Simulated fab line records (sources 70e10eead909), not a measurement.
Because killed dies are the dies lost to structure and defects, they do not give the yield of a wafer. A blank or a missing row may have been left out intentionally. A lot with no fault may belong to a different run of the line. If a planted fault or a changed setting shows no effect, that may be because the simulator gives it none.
Matching of chambers | flow nand_harc | rie_diel-03 running NHARC_A_STAIRCASE_DESCUM_270: 4 sister chambers
The step chemistry O2, time 3 s. 18 wafers are shown with their chamber, then 9 later ones without.

== EACH WAFER AND ITS CHAMBER ==
wafer  | chamber | drypump_motor_current_A (A) | showerhead_plenum_p_Torr (Torr) | rf_vpp_V (V)
L075.3 | 1       | 5.3                         | 1.97                            | 58.0
L075.4 | 3       | 5.3                         | 2.06                            | 59.6
L075.6 | 1       | 5.3                         | 1.97                            | 58.8
L077.3 | 2       | 6.1                         | 1.80                            | 57.5
L077.4 | 3       | 5.3                         | 2.06                            | 57.0
L077.6 | 2       | 6.1                         | 1.80                            | 57.3
L085.1 | 1       | 5.3                         | 1.96                            | 58.0
L085.2 | 0       | 5.5                         | 1.84                            | 57.2
L085.6 | 1       | 5.3                         | 1.96                            | 58.0
L087.1 | 3       | 5.3                         | 2.05                            | 57.0
L087.4 | 2       | 6.1                         | 1.79                            | 57.0
L087.6 | 2       | 6.1                         | 1.79                            | 57.9
L089.3 | 3       | 5.3                         | 2.05                            | 59.4
L089.5 | 0       | 5.5                         | 1.83                            | 58.5
L089.6 | 1       | 5.3                         | 1.96                            | 58.9
L092.3 | 1       | 5.4                         | 1.96                            | 59.1
L092.4 | 0       | 5.5                         | 1.83                            | 58.1
L092.6 | 3       | 5.3                         | 2.05                            | 59.1

SIGNATURES, as means of the wafers listed above
reading                  | chamber 0 | chamber 1 | chamber 2 | chamber 3 | scatter within a chamber
drypump_motor_current_A  | 5.500     | 5.317     | 6.100     | 5.300     | 0.0244
showerhead_plenum_p_Torr | 1.8333    | 1.9633    | 1.7950    | 2.0540    | 0.00548
rf_vpp_V                 | 57.933    | 58.467    | 57.425    | 58.420    | 0.824
Rule: a wafer's distance from a chamber is the root of the sum, over the readings, of the square of ((its reading less the chamber's mean) divided by the reading's scatter). The wafer belongs to the nearest chamber; if the next one is less than 2 further off, it can't be placed. The scatter is the square root of a quotient: the sum, over the shown wafers, of each reading's squared deviation from its chamber's mean, divided by wafers minus chambers.

== WAFERS WITHOUT THEIR CHAMBER ==
wafer  | drypump_motor_current_A (A) | showerhead_plenum_p_Torr (Torr) | rf_vpp_V (V)
L093.3 | 6.1                         | 1.78                            | 57.1
L093.4 | 5.3                         | 2.05                            | 57.0
L093.5 | 6.1                         | 1.78                            | 57.1
L095.4 | 5.3                         | 1.95                            | 56.7
L095.5 | 6.1                         | 1.78                            | 57.4
L095.6 | 5.3                         | 1.95                            | 57.3
L097.3 | 6.1                         | 1.78                            | 58.1
L097.4 | 5.3                         | 2.04                            | 58.5
L097.5 | 5.3                         | 1.95                            | 59.2

== WHICH CHAMBER EACH WENT THROUGH ==
wafer  | from the rows above | in truth
L093.3 | 2                   | 2
L093.4 | 3                   | 3
L093.5 | 2                   | 2
L095.4 | 1                   | 1
L095.5 | 2                   | 2
L095.6 | 1                   | 1
L097.3 | 2                   | 2
L097.4 | 3                   | 3
L097.5 | 1                   | 1
Correct placement for 9 of the 9. Number that these rows cannot place: 0. Placed wrongly: 0.
